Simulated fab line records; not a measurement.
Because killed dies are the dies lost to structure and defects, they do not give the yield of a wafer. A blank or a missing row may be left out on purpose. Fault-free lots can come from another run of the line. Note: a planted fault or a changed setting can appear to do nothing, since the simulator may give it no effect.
What tool caused it? || flow nand harc || 6 lots with 18 wafers sampled at 2 steps, on a route of 1302 steps

## WHAT EACH GAUGE READ, for each wafer
NHARC_A_CHANNEL_HOLE_D2_INSPECT_40.
{"lot": "L452", "measured": "day 14 18:20", "on": "defect inspect-02", "raw defect count": "339 308 321"}
{"lot": "L456", "measured": "day 15 22:11", "on": "defect inspect-02", "raw defect count": "255 259 239"}
{"lot": "L459", "measured": "day 17 04:53", "on": "defect inspect-02", "raw defect count": "349 282 310"}
{"lot": "L461", "measured": "day 18 00:44", "on": "defect inspect-02", "raw defect count": "185 250 201"}
{"lot": "L463", "measured": "day 19 18:31", "on": "defect inspect-01", "raw defect count": "363 476 339"}
{"lot": "L473", "measured": "day 22 23:35", "on": "defect inspect-01", "raw defect count": "574 400 305"}

## WHAT TOOL EACH LOT RAN ON (gives the tool, then ch and the chambers of the sampled wafers, and finally the start)
{"lot": "L452", "NHARC_A_CHANNEL_HOLE_D2_ETCH_23": "har etch-02 ch 0, day 14 14:13"}
{"lot": "L456", "NHARC_A_CHANNEL_HOLE_D2_ETCH_23": "har etch-01 ch 0,1, day 15 18:15"}
{"lot": "L459", "NHARC_A_CHANNEL_HOLE_D2_ETCH_23": "har etch-01 ch 0,1, day 17 00:44"}
{"lot": "L461", "NHARC_A_CHANNEL_HOLE_D2_ETCH_23": "har etch-02 ch 0,1, day 17 20:40"}
{"lot": "L463", "NHARC_A_CHANNEL_HOLE_D2_ETCH_23": "har etch-01 ch 0,1, day 19 14:11"}
{"lot": "L473", "NHARC_A_CHANNEL_HOLE_D2_ETCH_23": "har etch-01 ch 0,1, day 22 19:01"}
- NHARC_A_CHANNEL_HOLE_D2_ETCH_23: etches the open film in C4F8/O2/Ar, time 819 s, target depth 1600 nm.

## THE ANSWER, worked out from the rows above alone
Rule: the usual values come from the lots themselves. Put in order of their means at a reading, lots are off if they are a third of the lots or fewer, leave a main group of 4 or more, and stand apart from it by a gap of 3 or more times the standard deviation of the main group's means; of several such gaps the widest counts. Not used: any main group whose means are identical at the precision the tables above print for the reading. Also off: a lot with no number at a reading for which 4 or more lots have one. All remaining lots with rows at the step are treated as sound.
Across all readings shown, no lot is off: no conclusion can be drawn from this.

## WHAT THE SIMULATOR HAD PUT IN
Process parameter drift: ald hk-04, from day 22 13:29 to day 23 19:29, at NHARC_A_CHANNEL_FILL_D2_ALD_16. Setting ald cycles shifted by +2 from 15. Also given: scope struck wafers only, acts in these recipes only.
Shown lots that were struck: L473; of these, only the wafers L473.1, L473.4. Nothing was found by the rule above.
